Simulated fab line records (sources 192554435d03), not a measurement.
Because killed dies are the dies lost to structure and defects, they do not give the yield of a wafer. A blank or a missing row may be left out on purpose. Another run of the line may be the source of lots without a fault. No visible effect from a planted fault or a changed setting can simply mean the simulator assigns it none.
Check for tools in common | flow n5Finfet | 30 wafers sampled across 10 lots

REASON FOR OPENING
N5_BEOL_M2_OVL_MEAS_12, reading M2_OVL: flagged on 2 of 10 lots. Wafers without a fault read 0.1 nm, standard deviation 0.64.
Rule: a lot gets a flag if all its wafers with a number sit over 4 standard deviations from that mean, or if no wafer of it has a number. As for the other lots, they are considered sound.

lot  | measured     | on         | M2_OVL (nm), wafer by wafer | flag
L981 | day 6 17:22  | overlay-01 | 1.3 -0.2 0.0                | 
L986 | day 7 20:02  | overlay-01 | 0.2 0.3 0.7                 | 
L988 | day 8 11:40  | overlay-01 | 9.4 9.5 8.7                 | FLAGGED
L989 | day 8 19:42  | overlay-01 | -0.2 0.2 -0.1               | 
L990 | day 9 12:47  | overlay-02 | 0.3 0.3 0.0                 | 
L991 | day 9 17:01  | overlay-02 | 8.3 8.5 7.3                 | FLAGGED
L996 | day 10 11:01 | overlay-01 | -1.8 0.1 0.1                | 
L999 | day 11 03:08 | overlay-01 | 0.3 1.0 1.0                 | 
L102 | day 12 02:45 | overlay-02 | -0.2 0.0 0.0                | 
L103 | day 12 07:02 | overlay-01 | -0.1 -0.1 0.8               | 
The mean of the flagged lots' numbers is 8.6 nm, +8.5 nm from the usual (+13 standard deviations).

LOT BY LOT: THE TOOL USED
The record holds 2 process steps before the reading, out of a route of 1938 steps. Every cell lists first the tool, next ch and the chambers used by the sampled wafers, and last the start.
lot  | flag    | N5_BEOL_M2_HM_DEP_02        | N5_BEOL_M2_EXPOSE_08
L981 |         | pvdSputter-03, day 6 16:48  | euvScanner-02 ch 0, day 6 17:12
L986 |         | pvdSputter-03, day 7 19:29  | euvScanner-02 ch 0, day 7 19:52
L988 | FLAGGED | pvdSputter-02, day 8 11:14  | euvScanner-02 ch 0, day 8 11:31
L989 |         | pvdSputter-03, day 8 19:02  | euvScanner-01 ch 0, day 8 19:32
L990 |         | pvdSputter-01, day 9 12:21  | euvScanner-01 ch 0, day 9 12:37
L991 | FLAGGED | pvdSputter-01, day 9 16:27  | euvScanner-02 ch 0, day 9 16:51
L996 |         | pvdSputter-02, day 10 10:35 | euvScanner-01 ch 0, day 10 10:51
L999 |         | pvdSputter-02, day 11 02:34 | euvScanner-01 ch 0, day 11 02:59
L102 |         | pvdSputter-02, day 12 02:19 | euvScanner-01 ch 0, day 12 02:35
L103 |         | pvdSputter-03, day 12 06:33 | euvScanner-01 ch 0, day 12 06:53
What these steps do:
- N5_BEOL_M2_HM_DEP_02: deposits TiN, target thk 20 nm.
- N5_BEOL_M2_EXPOSE_08: exposes mask M2.
- N5_BEOL_M2_OVL_MEAS_12

FLAGGED AGAINST TOTAL, ONE TOOL AT A TIME (gauges that did the reading follow at the end)
step                   | tool          | lots run | flagged | share of the flagged lots | sound lots run after its first flagged lot
N5_BEOL_M2_HM_DEP_02   | pvdSputter-01 | 2        | 1       | some                      | 0
N5_BEOL_M2_HM_DEP_02   | pvdSputter-02 | 4        | 1       | some                      | 3 (L996,L999,L102)
N5_BEOL_M2_HM_DEP_02   | pvdSputter-03 | 4        | 0       | none                      | -
N5_BEOL_M2_EXPOSE_08   | euvScanner-01 | 6        | 0       | none                      | -
N5_BEOL_M2_EXPOSE_08   | euvScanner-02 | 4        | 2       | all                       | 0
N5_BEOL_M2_OVL_MEAS_12 | overlay-01    | 7        | 1       | some                      | 4 (L989,L996,L999,L103)
N5_BEOL_M2_OVL_MEAS_12 | overlay-02    | 3        | 1       | some                      | 1 (L102)

THE TABLE: WHAT IT ALLOWS
All flagged lots share 1 row of the table, namely euvScanner-02 at N5_BEOL_M2_EXPOSE_08.
- euvScanner-02 at N5_BEOL_M2_EXPOSE_08: 2 of its 4 lots flagged. A fault beginning between L986 (day 7 19:52), its last sound lot, and L988 (day 8 11:31), its first flagged one, fits the data.
Just one tool remains: euvScanner-02 at N5_BEOL_M2_EXPOSE_08.

WHAT HAD BEEN PUT IN BY THE SIMULATOR
Scanner matching overlay: euvScanner-02, from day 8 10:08 on, at N5_BEOL_M2_EXPOSE_08. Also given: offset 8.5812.
Struck lots among those shown: L988, L991. This agrees with what the rule above found.
